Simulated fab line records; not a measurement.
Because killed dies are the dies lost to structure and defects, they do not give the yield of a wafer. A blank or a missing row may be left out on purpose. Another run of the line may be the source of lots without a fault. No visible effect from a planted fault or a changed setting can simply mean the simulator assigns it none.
fab line records | flow n5_finfet
[record] lots = 7 wafers = 21
route steps=1938 shown BEOL_M10@1499 BEOL_M11@1541 BEOL_M12@1639
start_h: hours from the record's first day to the start of the lot's first wafer shown | wait_h: hours from the lot's prior step to this one | " as in the row above | L1.1+2: one row covering several wafers at once | - value missing, or start not given | * or withheld: withheld | < > ~ a bound
route shown NAME@n: a module of which the file shows steps, and the number in the route of the first | usual: average and standard deviation across the fault-free wafers | same: alike in all rows | chamber/n: place in a boat | sites: each site's reading | _std_site: standard deviation across them | _edge_site: inner sites' mean taken away from outer sites' mean | radius_mm: how far each site lies from the wafer's centre | mask NAME#n: copy n | behind: the most recent tool/chamber to have shaped the wafer | hold: why the lot was held/for how many hours/how that ended | device: the transistor (n, p or np) that didn't switch | end of line: tests of these same wafers at the route's end | a step without rows: its recipe alone | killed: the dies lost at the first sort to structure and to defects; this is not the yield of the wafer | map: shows each die of a wafer: x if killed, . if not, _ if none is there
set.NAME: the setting that was run; set.NAME@STEP: the one run at that earlier step | model.NAME: the simulator's own value behind a step, which no gauge read
lots run with intentionally changed settings; tables by step, rows by wafer
[[steps]]
[step N5_BEOL_M10_EXPOSE_25]
[recipe] mask_id = V9 na = 1.35 source_shape = annular sigma_inner = 0.5 sigma_outer = 0.8 polarization = unpolarized dose_mj = 85.5
// columns lot.wafer tool chamber start_h wait_h mask set.dose_mj
L074.2+4+6 arfi_scanner-01 0 232.74 - V9#0 85.5
L075.1+3+4 arfi_scanner-03 0 244.40 - V9#0 85.5
L076.1+2 arfi_scanner-01 0 244.56 - V9#0 81.34
L076.3 " 0 " " V9#0 85.5
L078.1+5+6 arfi_scanner-01 0 273.56 - V9#0 85.5
L083.3+5+6 arfi_scanner-03 0 324.22 - V9#0 85.5
L088.2+3+4 arfi_scanner-03 0 328.13 - V9#0 85.5
L090.1+3+4 arfi_scanner-02 0 337.85 - V9#0 85.5
[step N5_BEOL_M10_PEB_26]
[recipe] peb_temp_c = withheld peb_time_s = 60 resist = CAR-ArF
[step N5_BEOL_M10_DEVELOP_27]
[recipe] develop_time_s = 30 developer = TMAH resist = CAR-ArF rinse_liquid = diw dry = air_spin dev_temp_c = 23
[step N5_BEOL_M10_DESCUM_33]
[recipe] chemistry = O2 time_s = 7.9 source_power_w = 50 bias_power_w = 20 pressure_mtorr = 20 rf_frequency_hz = 2.712e+07 temp_c = 40 resist = CAR-ArF o2_flow_sccm = 225
[step N5_BEOL_M10_ETCH_65]
[recipe] chemistry = CF4 target = SiARC target_depth_a = 390 mask_material = CAR-ArF time_s = 65 ion_energy_ev = 80 pressure_mtorr = 40 source_w = 545 bias_w = 36 Ar_flow_sccm = 100 cf4_flow_sccm = 100 ends = cleared
// columns lot.wafer tool chamber start_h wait_h set.spin_rpm@BEOL_M10_COAT_64 model.etch.depth_nm model.CAR-ArF_of_BEOL_M10_COAT_22.thk_nm
L074.2 rie_diel-02 1 232.99 0.0 1500 30.05 55.2
L074.4 " 3 " " 1500 30.09 55.4
L074.6 " 2 " " 1500 30.05 55.4
L075.1 rie_diel-05 1 244.65 0.0 1500 29.97 55.4
L075.3 " 0 " " 1500 29.92 55.2
L075.4 " 2 " " 1500 30.01 55.2
L076.1 rie_diel-05 1 245.12 0.0 1500 29.88 55.6
L076.2 " 3 " " 1500 29.89 55.6
L076.3 " 0 " " 1334 31.7 53.6
L078.1 rie_diel-02 1 273.82 0.0 1500 30.23 55.2
L078.5 " 1 " " 1500 30.09 55.4
L078.6 " 0 " " 1408 31.05 54.2
L083.3 rie_diel-04 0 324.46 0.0 1500 29.97 55.6
L083.5 " 2 " " 1500 29.95 55.6
L083.6 " 1 " " 1500 29.98 55
L088.2 rie_diel-05 3 328.42 0.0 1500 29.95 55
L088.3 " 0 " " 1500 29.99 55.4
L088.4 " 2 " " 1500 30.05 55.2
L090.1 rie_diel-02 2 338.10 0.0 1348 31.69 54
L090.3 " 1 " " 1500 29.86 55.6
L090.4 " 0 " " 1348 31.55 54
[step N5_BEOL_M10_ETCH_66]
[recipe] chemistry = N2/H2 target = SOC target_depth_a = 1200 overetch_a = 240 mask_material = SiARC temp_c = 40 time_s = 180 ion_energy_ev = 200 pressure_mtorr = 30 source_w = 840 bias_w = 150 n2_flow_sccm = 200 h2_flow_sccm = 200
// columns lot.wafer tool chamber start_h wait_h set.spin_rpm@BEOL_M10_COAT_64 model.SiARC_of_BEOL_M10_COAT_64.thk_nm
L074.2 rie_diel-02 1 233.04 0.0 1500 22.8
L074.4 " 3 " " 1500 23
L074.6 " 2 " " 1500 22.6
L075.1+3+4 rie_diel-05 1,0,2 244.70 0.0 1500 22.6
L076.1+2 rie_diel-05 1,3 245.17 0.0 1500 22.6
L076.3 " 0 " " 1334 24.4
L078.1 rie_diel-02 1 273.87 0.0 1500 23
L078.5 " 1 " " 1500 22.8
L078.6 " 0 " " 1408 23.8
L083.3 rie_diel-04 0 324.51 0.0 1500 22.6
L083.5+6 " 2,1 " " 1500 22.8
L088.2+3+4 rie_diel-05 3,0,2 328.47 0.0 1500 22.6
L090.1+4 rie_diel-02 2,0 338.15 0.0 1348 24.2
L090.3 " 1 " " 1500 22.6
[step N5_BEOL_M11_COAT_59]
[recipe] resist = SOC temp_c = 250 time_s = 60 spin_rpm = 1500 resist_thk_nm = 100
// columns lot.wafer tool chamber start_h wait_h set.spin_rpm model.SOC_of_BEOL_M11_COAT_59.thk_nm
L074.2 litho_track-01 0 237.80 0.1 1500 100.2
L074.4 " 0 " " 1430 102.6
L074.6 " 0 " " 1500 100.6
L075.1+3 litho_track-01 0 249.74 0.1 1500 100.2
L075.4 " 0 " " 1448 102.2
L076.1 litho_track-04 0 251.12 0.1 1500 100.6
L076.2 " 0 " " 1445 102.6
L076.3 " 0 " " 1500 101
L078.1 litho_track-01 0 281.16 0.1 1607 96.6
L078.5 " 0 " " 1500 100.2
L078.6 " 0 " " 1607 96.8
L083.3 litho_track-01 0 332.50 0.1 1500 99.8
L083.5 " 0 " " 1500 99.6
L083.6 " 0 " " 1500 100
L088.2 litho_track-04 0 335.21 0.1 1500 100
L088.3 " 0 " " 1655 95
L088.4 " 0 " " 1500 99.8
L090.1 litho_track-04 0 343.55 0.1 1500 99.6
L090.3 " 0 " " 1627 95.8
L090.4 " 0 " " 1627 96
[step N5_BEOL_M11_COAT_60]
[recipe] resist = SiARC temp_c = 220 time_s = 60 spin_rpm = 1500 resist_thk_nm = 30
[step N5_BEOL_M11_COAT_05]
[recipe] resist = CAR-ArF spin_rpm = 1500 resist_thk_nm = 90
[step N5_BEOL_M11_DESCUM_16]
[recipe] chemistry = O2 time_s = 7.9 source_power_w = 50 bias_power_w = 20 pressure_mtorr = 20 rf_frequency_hz = 2.712e+07 temp_c = 40 resist = CAR-ArF o2_flow_sccm = 225
[step N5_BEOL_M11_ETCH_61]
[recipe] chemistry = CF4 target = SiARC target_depth_a = 390 mask_material = CAR-ArF time_s = 65 ion_energy_ev = 80 pressure_mtorr = 40 source_w = 545 bias_w = 36 Ar_flow_sccm = 100 cf4_flow_sccm = 100 ends = cleared
[step N5_BEOL_M11_ETCH_62]
[recipe] chemistry = N2/H2 target = SOC target_depth_a = 1100 overetch_a = 220 mask_material = SiARC temp_c = 40 time_s = 165 ion_energy_ev = 200 pressure_mtorr = 30 source_w = 840 bias_w = 150 n2_flow_sccm = 200 h2_flow_sccm = 200
// columns lot.wafer tool chamber start_h wait_h set.spin_rpm@BEOL_M11_COAT_59 model.etch.depth_nm
L074.2 rie_diel-03 2 238.34 0.0 1500 100.2
L074.4 " 1 " " 1430 102.7
L074.6 " 2 " " 1500 100.5
L075.1 rie_diel-06 1 250.41 0.0 1500 100.3
L075.3 " 2 " " 1500 100.1
L075.4 " 3 " " 1448 102.1
L076.1 rie_diel-03 0 251.55 0.0 1500 100.5
L076.2 " 1 " " 1445 102.6
L076.3 " 2 " " 1500 101
L078.1 rie_diel-06 0 281.58 0.0 1607 96.56
L078.5 " 0 " " 1500 100.1
L078.6 " 3 " " 1607 96.85
L083.3 rie_diel-03 3 333.07 0.0 1500 99.82
L083.5 " 2 " " 1500 99.65
L083.6 " 1 " " 1500 99.96
L088.2 rie_diel-06 2 335.96 0.0 1500 99.9
L088.3 " 1 " " 1655 94.92
L088.4 " 0 " " 1500 99.84
L090.1 rie_diel-06 2 343.97 0.0 1500 99.63
L090.3 " 3 " " 1627 95.78
L090.4 " 0 " " 1627 96.05
[step N5_BEOL_M11_STRIP_68]
[recipe] chemistry = N2/H2 temp_c = 40 n2_flow_sccm = 200 h2_flow_sccm = 200 rf_frequency_hz = 6e+07
[step N5_BEOL_M11_STRIP_67]
[recipe] chemistry = CF4 resist = SiARC power_w = 300 bias_power_w = 75 pressure_mtorr = 50 cf4_flow_sccm = 150 rf_frequency_hz = 6e+07
[step N5_BEOL_M11_HM_OPEN_17]
[recipe] chemistry = Cl2/BCl3 target_depth_a = 200 overetch_a = 60 target = TiN mask_material = SOC ion_energy_ev = 150 pressure_mtorr = 10 icp_w = 1000 bias_w = 126 Cl2_flow_sccm = 53.25 bcl3_flow_sccm = 21.75 Ar_flow_sccm = 25
// columns lot.wafer tool chamber start_h wait_h set.spin_rpm@BEOL_M11_COAT_59 model.SOC_of_BEOL_M11_COAT_59.thk_nm
L074.2 rie_metal-01 0 238.53 0.0 1500 92.2
L074.4 " 0 " " 1430 94.8
L074.6 " 0 " " 1500 92.6
L075.1 rie_metal-02 1 250.60 0.0 1500 92.4
L075.3 " 1 " " 1500 92.2
L075.4 " 0 " " 1448 94.2
L076.1 rie_metal-01 0 251.74 0.0 1500 92.6
L076.2 " 1 " " 1445 95
L076.3 " 1 " " 1500 93.2
L078.1 rie_metal-01 0 281.77 0.0 1607 88.6
L078.5 " 0 " " 1500 92.2
L078.6 " 1 " " 1607 89.2
L083.3+6 rie_metal-02 1 333.32 0.1 1500 92
L083.5 " 1 " " 1500 91.8
L088.2+4 rie_metal-01 0 336.17 0.1 1500 92
L088.3 " 0 " " 1655 87
L090.1 rie_metal-03 1 344.15 0.0 1500 91.8
L090.3+4 " 1,0 " " 1627 88
[step N5_BEOL_M12_TRENCH_ETCH_34]
[recipe] chemistry = C4F8/O2/Ar target = SiOC target_depth_a = 3189.5 mask_material = SOC pressure_mtorr = 30 source_w = 3000 bias_w = 700 Ar_flow_sccm = 400 C4F8_flow_sccm = 15 O2_flow_sccm = 8 he_inner_torr = 15 he_outer_torr = 30 time_s = 125.5 ion_energy_ev = 250
// columns lot.wafer tool chamber start_h wait_h set.time_s model.etch.depth_nm
L074.2 rie_diel-04 1 245.75 0.0 125.5 317.4
L074.4 " 2 " " 125.5 327
L074.6 " 0 " " 145.6 372.8
L075.1 rie_diel-05 1 255.98 0.0 111.2 279.8
L075.3 " 3 " " 111.2 282
L075.4 " 0 " " 125.5 313.4
L076.1 rie_diel-02 2 264.88 0.0 125.5 322.8
L076.2 " 1 " " 125.5 318
L076.3 " 0 " " 108.9 281.2
L078.1 rie_diel-02 3 291.33 0.0 125.5 312.6
L078.5 " 2 " " 143.3 360.6
L078.6 " 1 " " 143.3 355.6
L083.3 rie_diel-02 0 339.34 0.0 125.5 325.7
L083.5 " 3 " " 125.5 315.5
L083.6 " 0 " " 125.5 324
L088.2 rie_diel-05 1 344.87 0.0 125.5 312.1
L088.3 " 2 " " 102.5 257
L088.4 " 2 " " 125.5 316.9
L090.1 rie_diel-05 0 354.02 0.0 125.5 310.7
L090.3 " 2 " " 125.5 315.6
L090.4 " 3 " " 152.4 384.4
[step N5_BEOL_M12_STRIP_70]
[recipe] chemistry = C4F8/O2/Ar resist = SiARC rf_frequency_hz = 6e+07
[step N5_BEOL_M12_OCD_MEAS_35]
[usual] trench_depth_nm = 318/4.2
// columns lot.wafer tool chamber start_h wait_h set.time_s@BEOL_M12_TRENCH_ETCH_34 trench_depth_nm
L074.2 ocd-01 - 245.91 0.0 125.5 318
L074.4 " - " " 125.5 327
L074.6 " - " " 145.6 373
L075.1 ocd-02 - 256.13 0.0 111.2 280
L075.3 " - " " 111.2 282
L075.4 " - " " 125.5 313
L076.1 ocd-01 - 265.03 0.0 125.5 323
L076.2 " - " " 125.5 318
L076.3 " - " " 108.9 281
L078.1 ocd-02 - 291.49 0.0 125.5 313
L078.5 " - " " 143.3 361
L078.6 " - " " 143.3 355
L083.3 ocd-02 - 339.50 0.0 125.5 326
L083.5 " - " " 125.5 316
L083.6 " - " " 125.5 324
L088.2 ocd-01 - 345.02 0.0 125.5 312
L088.3 " - " " 102.5 257
L088.4 " - " " 125.5 317
L090.1 ocd-02 - 354.18 0.0 125.5 310
L090.3 " - " " 125.5 315
L090.4 " - " " 152.4 384
[step N5_BEOL_M12_STRIP_37]
[recipe] chemistry = N2/H2 power_w = 1000 temp_c = 250 h2_frac = 0.65 overash_fraction = 0.3 pressure_mtorr = withheld n2_flow_sccm = 1750 h2_flow_sccm = 3250
[step N5_BEOL_M12_ETCH_38]
[recipe] chemistry = CF4/N2 target = SiCN target_depth_a = 687 taper_deg = 2 time_s = 73.4 ion_energy_ev = 150 mask_material = SiO2 pressure_mtorr = 40 source_w = 430 bias_w = 70 Ar_flow_sccm = 100 cf4_flow_sccm = 60 n2_flow_sccm = 60
[step N5_BEOL_M12_ECD_47]
[recipe] material = Cu target_thk_a = 7200
[step N5_BEOL_M12_ANNEAL_48]
[recipe] temp_c = 225 time_s = 90 ambient = N2
[step N5_BEOL_M12_CMP_49]
[recipe] stop_on = SiOC t_overpolish_s = 20.6 down_force_psi = 1 platen_rpm = 50 clearing_platen_down_force_psi = 1.5 clearing_platen_rpm = 50 post_cmp_clean = cu_alkaline target_thk_nm = 320 clearing_platen_pad_velocity_m_s = 0.99484 pad_velocity_m_s = 0.99484
// columns lot.wafer tool chamber start_h wait_h set.time_s@BEOL_M12_TRENCH_ETCH_34 model.Cu_of_BEOL_M12_ECD_47.thk_nm
L074.2 cmp-01 3 253.23 0.2 125.5 317.8
L074.4 " 1 " " 125.5 327
L074.6 " 2 " " 145.6 374
L075.3 cmp-01 0 259.25 0.2 111.2 283.2
L075.4 " 1 " " 125.5 312.6
L075.1 " 2 " " 111.2 280.4
L076.1 cmp-02 1 267.47 0.3 125.5 322.8
L076.2 " 2 " " 125.5 319.2
L076.3 " 3 " " 108.9 281.6
L078.1 cmp-03 1 293.99 0.3 125.5 312.6
L078.6 " 0 " " 143.3 356.4
L078.5 " 1 " " 143.3 361.8
L083.3 cmp-01 1 342.62 0.3 125.5 325.6
L083.6 " 0 " " 125.5 325
L083.5 " 1 " " 125.5 316.8
L088.3 cmp-01 3 346.95 0.3 102.5 257.4
L088.2 " 0 " " 125.5 310.8
L088.4 " 2 " " 125.5 317.2
L090.3 cmp-02 2 355.98 0.2 125.5 316.2
L090.4 " 3 " " 152.4 387
L090.1 " 1 " " 125.5 310.8
[step N5_BEOL_M12_THK_MEAS_50]
[recipe] thk_meas_gauge = xrf reads = Cu_of_BEOL_M12_ECD_47
[usual] M12_THK = 317/5
// columns lot.wafer tool chamber start_h wait_h set.time_s@BEOL_M12_TRENCH_ETCH_34 M12_THK[nm]
L074.2 film_metro-01 - 253.49 - 125.5 315
L074.4 " - " " 125.5 326
L074.6 " - " " 145.6 372
L075.1 film_metro-02 - 259.55 - 111.2 276
L075.3 " - " " 111.2 278
L075.4 " - " " 125.5 308
L076.1 film_metro-02 - 267.73 - 125.5 323
L076.2 " - " " 125.5 320
L076.3 " - " " 108.9 282
L078.1 film_metro-01 - 294.25 - 125.5 313
L078.5 " - " " 143.3 363
L078.6 " - " " 143.3 358
L083.3 film_metro-01 - 342.88 - 125.5 323
L083.5 " - " " 125.5 316
L083.6 " - " " 125.5 324
L088.2 film_metro-02 - 347.25 - 125.5 309
L088.3 " - " " 102.5 255
L088.4 " - " " 125.5 315
L090.1 film_metro-01 - 356.28 - 125.5 311
L090.3 " - " " 125.5 315
L090.4 " - " " 152.4 385
[step N5_BEOL_M12_DEP_53]
[recipe] material = SiCN target_thk_a = 300 temp_c = withheld precursor = 3MS/NH3 pressure_torr = 3 rf_w = 675 time_s = 10.5
// columns lot.wafer tool chamber start_h wait_h set.time_s model.SiCN_of_BEOL_M12_DEP_53.thk_nm
L074.2 pecvd-01 0 253.55 0.0 11.52 32.6
L074.4 " 1 " " 10.5 29.8
L074.6 " 2 " " 11.52 33
L075.1 pecvd-01 0 259.61 0.0 10.5 29.6
L075.3 " 2 " " 10.5 29.4
L075.4 " 0 " " 10.5 30
L076.1+2 pecvd-04 2,1 267.79 0.0 10.5 29.4
L076.3 " 0 " " 11.49 32.6
L078.1 pecvd-01 0 294.31 0.0 11.5 32.4
L078.5 " 1 " " 10.5 29.8
L078.6 " 0 " " 11.5 33.2
L083.3+6 pecvd-04 0,1 342.94 0.0 10.5 29.8
L083.5 " 2 " " 10.5 30.4
L088.2 pecvd-04 1 347.32 0.0 11.47 32.6
L088.3 " 2 " " 11.47 33
L088.4 " 1 " " 10.5 30.6
L090.1 pecvd-04 0 356.34 0.0 10.5 30.4
L090.3 " 2 " " 10.95 31.4
L090.4 " 1 " " 10.5 30.6
[step N5_BEOL_M12_RS_MEAS_54]
[recipe] thk_meas_gauge = four-point-probe reads = Cu_of_BEOL_M12_ECD_47+Ta_of_BEOL_M12_SPUTTER_44+TaN_of_BEOL_M12_SPUTTER_43
[usual] M12_RS = 0.0603/0.0009
// columns lot.wafer tool chamber start_h wait_h set.time_s@BEOL_M12_TRENCH_ETCH_34 M12_RS[ohm/sq]
L074.2 film_metro-02 - 253.61 0.0 125.5 0.0606
L074.4 " - " " 125.5 0.0589
L074.6 " - " " 145.6 0.0511
L075.1 film_metro-02 - 259.67 0.0 111.2 0.0689
L075.3 " - " " 111.2 0.0682
L075.4 " - " " 125.5 0.0616
L076.1 film_metro-02 - 267.85 0.0 125.5 0.0596
L076.2 " - " " 125.5 0.0603
L076.3 " - " " 108.9 0.0689
L078.1 film_metro-01 - 294.37 0.0 125.5 0.0615
L078.5 " - " " 143.3 0.0529
L078.6 " - " " 143.3 0.0537
L083.3 film_metro-02 - 343.01 0.0 125.5 0.0590
L083.5 " - " " 125.5 0.0608
L083.6 " - " " 125.5 0.0592
L088.2 film_metro-02 - 347.40 0.1 125.5 0.0619
L088.3 " - " " 102.5 0.0756
L088.4 " - " " 125.5 0.0607
L090.1 film_metro-02 - 356.41 0.0 125.5 0.0621
L090.3 " - " " 125.5 0.0610
L090.4 " - " " 152.4 0.0493
[[key]]
[split] step = N5_BEOL_M10_EXPOSE_25 setting = dose_mj stated = 85.5 by = wafer
response none clear
[split] step = N5_BEOL_M11_COAT_59 setting = spin_rpm stated = 1500 by = wafer
[response] step = N5_BEOL_M11_COAT_59 reading = model.SOC_of_BEOL_M11_COAT_59.thk_nm change = -0.473 per = 1% r = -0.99
[response] step = N5_BEOL_M11_ETCH_62 reading = model.etch.depth_nm change = -0.474 per = 1% r = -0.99
[response] step = N5_BEOL_M11_HM_OPEN_17 reading = model.SOC_of_BEOL_M11_COAT_59.thk_nm change = -0.48 per = 1% r = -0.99
[split] step = N5_BEOL_M12_TRENCH_ETCH_34 setting = time_s stated = 125.5 by = wafer
[response] step = N5_BEOL_M12_TRENCH_ETCH_34 reading = model.etch.depth_nm change = +3.16 per = 1% r = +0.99
[response] step = N5_BEOL_M12_OCD_MEAS_35 reading = trench_depth_nm change = +3.16 per = 1% r = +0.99
[response] step = N5_BEOL_M12_CMP_49 reading = model.Cu_of_BEOL_M12_ECD_47.thk_nm change = +3.19 per = 1% r = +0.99
[response] step = N5_BEOL_M12_THK_MEAS_50 reading = M12_THK change = +3.19 per = 1% r = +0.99
[response] step = N5_BEOL_M12_RS_MEAS_54 reading = M12_RS change = -0.000627 per = 1% r = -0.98
[split] step = N5_BEOL_M12_DEP_53 setting = time_s stated = 10.5 by = wafer
[response] step = N5_BEOL_M12_DEP_53 reading = model.SiCN_of_BEOL_M12_DEP_53.thk_nm change = +0.297 per = 1% r = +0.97
split outside_this_file step=N5_BEOL_M10_COAT_64 setting=spin_rpm
// split outside_this_file: this setting was split too, and the file shows its column; the key of that split is in another file
